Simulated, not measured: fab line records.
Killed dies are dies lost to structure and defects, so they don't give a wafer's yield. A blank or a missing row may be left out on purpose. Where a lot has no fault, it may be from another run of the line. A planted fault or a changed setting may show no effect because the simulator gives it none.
Which tool was responsible? || flow nand harc || 33 wafers from 11 lots sampled at 7 of the route's 1302 steps

## WHAT THE GAUGES READ, wafer by wafer
NHARC_P_GATE_CD_MEAS_46: target cd 720 nm.
{"lot": "L987", "measured": "day 5 23:56", "on": "cd sem-01", "cd nm (nm)": "720.8 720.7 725.3"}
{"lot": "L989", "measured": "day 6 18:13", "on": "cd sem-03", "cd nm (nm)": "717.5 719.9 722.7"}
{"lot": "L990", "measured": "day 7 01:37", "on": "cd sem-02", "cd nm (nm)": "721.4 720.4 716.6"}
{"lot": "L993", "measured": "day 7 22:59", "on": "cd sem-02", "cd nm (nm)": "721.9 719.0 720.7"}
{"lot": "L102", "measured": "day 12 02:38", "on": "cd sem-03", "cd nm (nm)": "723.9 716.3 719.4"}
{"lot": "L103", "measured": "day 12 21:27", "on": "cd sem-03", "cd nm (nm)": "720.3 718.5 719.0"}
{"lot": "L104", "measured": "day 12 22:25", "on": "cd sem-03", "cd nm (nm)": "721.4 718.7 723.1"}
{"lot": "L105", "measured": "day 13 07:07", "on": "cd sem-01", "cd nm (nm)": "720.1 720.5 719.0"}
{"lot": "L106", "measured": "day 13 14:55", "on": "cd sem-02", "cd nm (nm)": "719.4 718.9 718.0"}
{"lot": "L108", "measured": "day 14 11:48", "on": "cd sem-01", "cd nm (nm)": "719.8 719.7 718.3"}
{"lot": "L110", "measured": "day 15 03:20", "on": "cd sem-01", "cd nm (nm)": "718.5 716.0 718.0"}

NHARC_P_GATE_CD_MEAS_59: target cd 720 nm.
{"lot": "L987", "measured": "day 6 01:52", "on": "cd sem-01", "cd nm (nm)": "721.0 722.7 719.0"}
{"lot": "L989", "measured": "day 6 19:58", "on": "cd sem-01", "cd nm (nm)": "721.9 721.1 722.8"}
{"lot": "L990", "measured": "day 7 03:27", "on": "cd sem-02", "cd nm (nm)": "724.9 721.3 726.2"}
{"lot": "L993", "measured": "day 8 00:44", "on": "cd sem-01", "cd nm (nm)": "718.6 721.2 721.0"}
{"lot": "L102", "measured": "day 12 04:18", "on": "cd sem-03", "cd nm (nm)": "- - -"}
{"lot": "L103", "measured": "day 12 23:13", "on": "cd sem-03", "cd nm (nm)": "- - -"}
{"lot": "L104", "measured": "day 13 00:10", "on": "cd sem-03", "cd nm (nm)": "720.3 721.0 718.0"}
{"lot": "L105", "measured": "day 13 08:47", "on": "cd sem-03", "cd nm (nm)": "719.9 721.5 719.5"}
{"lot": "L106", "measured": "day 13 16:40", "on": "cd sem-03", "cd nm (nm)": "721.5 720.9 720.8"}
{"lot": "L108", "measured": "day 14 13:33", "on": "cd sem-03", "cd nm (nm)": "724.6 722.2 722.1"}
{"lot": "L110", "measured": "day 15 05:05", "on": "cd sem-01", "cd nm (nm)": "719.6 718.9 721.2"}

NHARC_P_GATE_INSPECT_68.
{"lot": "L987", "measured": "day 6 06:40", "on": "defect inspect-01", "raw defect count": "182 138 174"}
{"lot": "L989", "measured": "day 7 00:44", "on": "defect inspect-02", "raw defect count": "212 130 155"}
{"lot": "L990", "measured": "day 7 08:13", "on": "defect inspect-01", "raw defect count": "127 252 142"}
{"lot": "L993", "measured": "day 8 05:40", "on": "defect inspect-02", "raw defect count": "165 226 175"}
{"lot": "L102", "measured": "day 12 09:07", "on": "defect inspect-02", "raw defect count": "1256 1309 1271"}
{"lot": "L103", "measured": "day 13 04:10", "on": "defect inspect-02", "raw defect count": "1175 1148 1224"}
{"lot": "L104", "measured": "day 13 04:58", "on": "defect inspect-01", "raw defect count": "157 200 157"}
{"lot": "L105", "measured": "day 13 13:39", "on": "defect inspect-01", "raw defect count": "173 148 125"}
{"lot": "L106", "measured": "day 13 21:26", "on": "defect inspect-01", "raw defect count": "219 228 268"}
{"lot": "L108", "measured": "day 14 19:18", "on": "defect inspect-02", "raw defect count": "352 166 155"}
{"lot": "L110", "measured": "day 15 09:51", "on": "defect inspect-01", "raw defect count": "266 283 216"}

NHARC_END_SORT_01.
{"lot": "L102", "measured": "day 30 13:35", "on": "prober-02", "killed at array": "75 82 83", "killed at other": "2 0 0", "killed at periphery": "600 595 594", "killed dies": "677 677 677", "killed open": "4 4 3", "killed short": "3 5 2"}
{"lot": "L103", "measured": "day 32 06:49", "on": "prober-02", "killed at array": "70 77 75", "killed at other": "0 1 0", "killed at periphery": "607 599 602", "killed dies": "677 677 677", "killed open": "3 4 0", "killed short": "0 3 5"}
{"lot": "L104", "measured": "day 32 17:28", "on": "prober-01", "killed at array": "48 56", "killed at other": "1 0", "killed at periphery": "4 3", "killed dies": "53 59", "killed open": "5 4", "killed short": "1 5"}

## EACH LOT AND THE TOOL THAT RAN IT (in order: tool; ch and the chambers of the sampled wafers; start)
{"lot": "L987", "NHARC_P_GATE_STRIP_111": "plasma asher-02 ch 0,1, day 6 00:38", "NHARC_P_GATE_EXPOSE_56": "krf scanner-02 ch 0, day 6 01:42", "NHARC_P_GATE_STRIP_112": "plasma asher-02 ch 0,1, day 6 02:26"}
{"lot": "L989", "NHARC_P_GATE_STRIP_111": "plasma asher-01 ch 0,1, day 6 18:44", "NHARC_P_GATE_EXPOSE_56": "krf scanner-02 ch 0, day 6 19:49", "NHARC_P_GATE_STRIP_112": "plasma asher-01 ch 0,1, day 6 20:30"}
{"lot": "L990", "NHARC_P_GATE_STRIP_111": "plasma asher-01 ch 0,1, day 7 02:13", "NHARC_P_GATE_EXPOSE_56": "krf scanner-04 ch 0, day 7 03:18", "NHARC_P_GATE_STRIP_112": "plasma asher-01 ch 0, day 7 04:01"}
{"lot": "L993", "NHARC_P_GATE_STRIP_111": "plasma asher-02 ch 0,1, day 7 23:31", "NHARC_P_GATE_EXPOSE_56": "krf scanner-01 ch 0, day 8 00:35", "NHARC_P_GATE_STRIP_112": "plasma asher-02 ch 0,1, day 8 01:19"}
{"lot": "L102", "NHARC_P_GATE_STRIP_111": "plasma asher-02 ch 0,1, day 12 03:10", "NHARC_P_GATE_EXPOSE_56": "krf scanner-04, day 12 04:08", "NHARC_P_GATE_STRIP_112": "plasma asher-01 ch 0,1, day 12 04:50"}
{"lot": "L103", "NHARC_P_GATE_STRIP_111": "plasma asher-02 ch 0,1, day 12 22:02", "NHARC_P_GATE_EXPOSE_56": "krf scanner-02, day 12 23:03", "NHARC_P_GATE_STRIP_112": "plasma asher-02 ch 0,1, day 12 23:56"}
{"lot": "L104", "NHARC_P_GATE_STRIP_111": "plasma asher-01 ch 0,1, day 12 22:56", "NHARC_P_GATE_EXPOSE_56": "krf scanner-04 ch 0, day 13 00:01", "NHARC_P_GATE_STRIP_112": "plasma asher-02 ch 0,1, day 13 00:42"}
{"lot": "L105", "NHARC_P_GATE_STRIP_111": "plasma asher-02 ch 0,1, day 13 07:46", "NHARC_P_GATE_EXPOSE_56": "krf scanner-04 ch 0, day 13 08:38", "NHARC_P_GATE_STRIP_112": "plasma asher-01 ch 0,1, day 13 09:28"}
{"lot": "L106", "NHARC_P_GATE_STRIP_111": "plasma asher-02 ch 0, day 13 15:29", "NHARC_P_GATE_EXPOSE_56": "krf scanner-01 ch 0, day 13 16:31", "NHARC_P_GATE_STRIP_112": "plasma asher-01 ch 0, day 13 17:11"}
{"lot": "L108", "NHARC_P_GATE_STRIP_111": "plasma asher-01 ch 0,1, day 14 12:29", "NHARC_P_GATE_EXPOSE_56": "krf scanner-02 ch 0, day 14 13:24", "NHARC_P_GATE_STRIP_112": "plasma asher-01 ch 0,1, day 14 14:22"}
{"lot": "L110", "NHARC_P_GATE_STRIP_111": "plasma asher-02 ch 0,1, day 15 03:52", "NHARC_P_GATE_EXPOSE_56": "krf scanner-04 ch 0, day 15 04:56", "NHARC_P_GATE_STRIP_112": "plasma asher-01 ch 0,1, day 15 05:38"}
- NHARC_P_GATE_STRIP_111: strips in N2/H2, time 250 s.
- NHARC_P_GATE_EXPOSE_56: exposes mask P PSD, target cd 720 nm.
- NHARC_P_GATE_STRIP_112: strips in N2/H2, time 200 s.

## AS READ BY THE TOOLS THEMSELVES (means over the sampled wafers that have a number; for cases with no such wafer, the mark the record gives instead)
NHARC_P_GATE_STRIP_111.
{"lot": "L987", "tool": "plasma asher-02", "drypump motor current A (A)": 4.8, "heater power w (W)": 91, "temp c (C)": 110.16}
{"lot": "L989", "tool": "plasma asher-01", "drypump motor current A (A)": 5.8, "heater power w (W)": 78, "temp c (C)": 109.97}
{"lot": "L990", "tool": "plasma asher-01", "drypump motor current A (A)": 5.4, "heater power w (W)": 77, "temp c (C)": 109.89}
{"lot": "L993", "tool": "plasma asher-02", "drypump motor current A (A)": 4.9, "heater power w (W)": 91, "temp c (C)": 109.98}
{"lot": "L102", "tool": "plasma asher-02", "drypump motor current A (A)": 4.9, "heater power w (W)": 82, "temp c (C)": 109.89}
{"lot": "L103", "tool": "plasma asher-02", "drypump motor current A (A)": 5.0, "heater power w (W)": 84, "temp c (C)": 110.10}
{"lot": "L104", "tool": "plasma asher-01", "drypump motor current A (A)": 5.4, "heater power w (W)": 83, "temp c (C)": 110.11}
{"lot": "L105", "tool": "plasma asher-02", "drypump motor current A (A)": 4.8, "heater power w (W)": 86, "temp c (C)": 110.04}
{"lot": "L106", "tool": "plasma asher-02", "drypump motor current A (A)": 4.7, "heater power w (W)": 88, "temp c (C)": 110.03}
{"lot": "L108", "tool": "plasma asher-01", "drypump motor current A (A)": 5.8, "heater power w (W)": 82, "temp c (C)": 109.95}
{"lot": "L110", "tool": "plasma asher-02", "drypump motor current A (A)": 4.9, "heater power w (W)": 83, "temp c (C)": 110.13}

NHARC_P_GATE_EXPOSE_56.
{"lot": "L987", "tool": "krf scanner-02", "exposure dose mJ cm2": 14.802, "focus offset nm (nm)": -0.4}
{"lot": "L989", "tool": "krf scanner-02", "exposure dose mJ cm2": 14.812, "focus offset nm (nm)": 0.1}
{"lot": "L990", "tool": "krf scanner-04", "exposure dose mJ cm2": 14.815, "focus offset nm (nm)": 0.0}
{"lot": "L993", "tool": "krf scanner-01", "exposure dose mJ cm2": 14.805, "focus offset nm (nm)": 0.6}
{"lot": "L102", "tool": "krf scanner-04", "exposure dose mJ cm2": "-", "focus offset nm (nm)": "-"}
{"lot": "L103", "tool": "krf scanner-02", "exposure dose mJ cm2": "-", "focus offset nm (nm)": "-"}
{"lot": "L104", "tool": "krf scanner-04", "exposure dose mJ cm2": 14.818, "focus offset nm (nm)": -0.4}
{"lot": "L105", "tool": "krf scanner-04", "exposure dose mJ cm2": 14.801, "focus offset nm (nm)": 0.0}
{"lot": "L106", "tool": "krf scanner-01", "exposure dose mJ cm2": 14.806, "focus offset nm (nm)": 0.2}
{"lot": "L108", "tool": "krf scanner-02", "exposure dose mJ cm2": 14.822, "focus offset nm (nm)": 0.1}
{"lot": "L110", "tool": "krf scanner-04", "exposure dose mJ cm2": 14.799, "focus offset nm (nm)": 0.9}

NHARC_P_GATE_STRIP_112.
{"lot": "L987", "tool": "plasma asher-02", "drypump motor current A (A)": 4.8, "heater power w (W)": 90, "temp c (C)": 110.10}
{"lot": "L989", "tool": "plasma asher-01", "drypump motor current A (A)": 5.8, "heater power w (W)": 78, "temp c (C)": 109.95}
{"lot": "L990", "tool": "plasma asher-01", "drypump motor current A (A)": 5.0, "heater power w (W)": 79, "temp c (C)": 109.99}
{"lot": "L993", "tool": "plasma asher-02", "drypump motor current A (A)": 4.9, "heater power w (W)": 86, "temp c (C)": 109.99}
{"lot": "L102", "tool": "plasma asher-01", "drypump motor current A (A)": 5.4, "heater power w (W)": 82, "temp c (C)": 110.05}
{"lot": "L103", "tool": "plasma asher-02", "drypump motor current A (A)": 4.9, "heater power w (W)": 83, "temp c (C)": 109.92}
{"lot": "L104", "tool": "plasma asher-02", "drypump motor current A (A)": 5.0, "heater power w (W)": 84, "temp c (C)": 110.06}
{"lot": "L105", "tool": "plasma asher-01", "drypump motor current A (A)": 5.7, "heater power w (W)": 82, "temp c (C)": 109.92}
{"lot": "L106", "tool": "plasma asher-01", "drypump motor current A (A)": 5.0, "heater power w (W)": 81, "temp c (C)": 110.03}
{"lot": "L108", "tool": "plasma asher-01", "drypump motor current A (A)": 5.7, "heater power w (W)": 83, "temp c (C)": 109.83}
{"lot": "L110", "tool": "plasma asher-01", "drypump motor current A (A)": 5.4, "heater power w (W)": 83, "temp c (C)": 110.03}

## THE ANSWER, worked out from the rows above alone
Rule: the usual values come from the lots themselves. Put in order of their means at a reading, lots are off if they are a third of the lots or fewer, leave a main group of 4 or more, and stand apart from it by a gap of 3 or more times the standard deviation of the main group's means; of several such gaps the widest counts. A main group is skipped when, at the precision printed for the reading in the tables above, its means are all equal. A lot without any number at a reading at which 4 lots or more have one is off too. Where the step has rows for the other lots, those lots are counted as sound. First the gauges in route order, then the tools' own readings, where a lot's mean is used as printed above. At the first step where some lot is off, the reading lying furthest off is the one used; lots without a number count as furthest.
Off, at NHARC_P_GATE_CD_MEAS_59 on cd nm: L102, L103. Without a number there: L102, L103. The main group has a mean of 721.2 nm with a standard deviation of 1.4.
If a tool, at a process step before that reading, ran all the lots that are off and no sound lot after the first of them, it fits. The gauges at NHARC_P_GATE_CD_MEAS_59 aren't tried: what is off there is off at NHARC_P_GATE_INSPECT_68 too, on other tools, and a gauge's error can't cause that. No candidate that was tried fits.

## WHAT THE SIMULATOR HAD INSERTED
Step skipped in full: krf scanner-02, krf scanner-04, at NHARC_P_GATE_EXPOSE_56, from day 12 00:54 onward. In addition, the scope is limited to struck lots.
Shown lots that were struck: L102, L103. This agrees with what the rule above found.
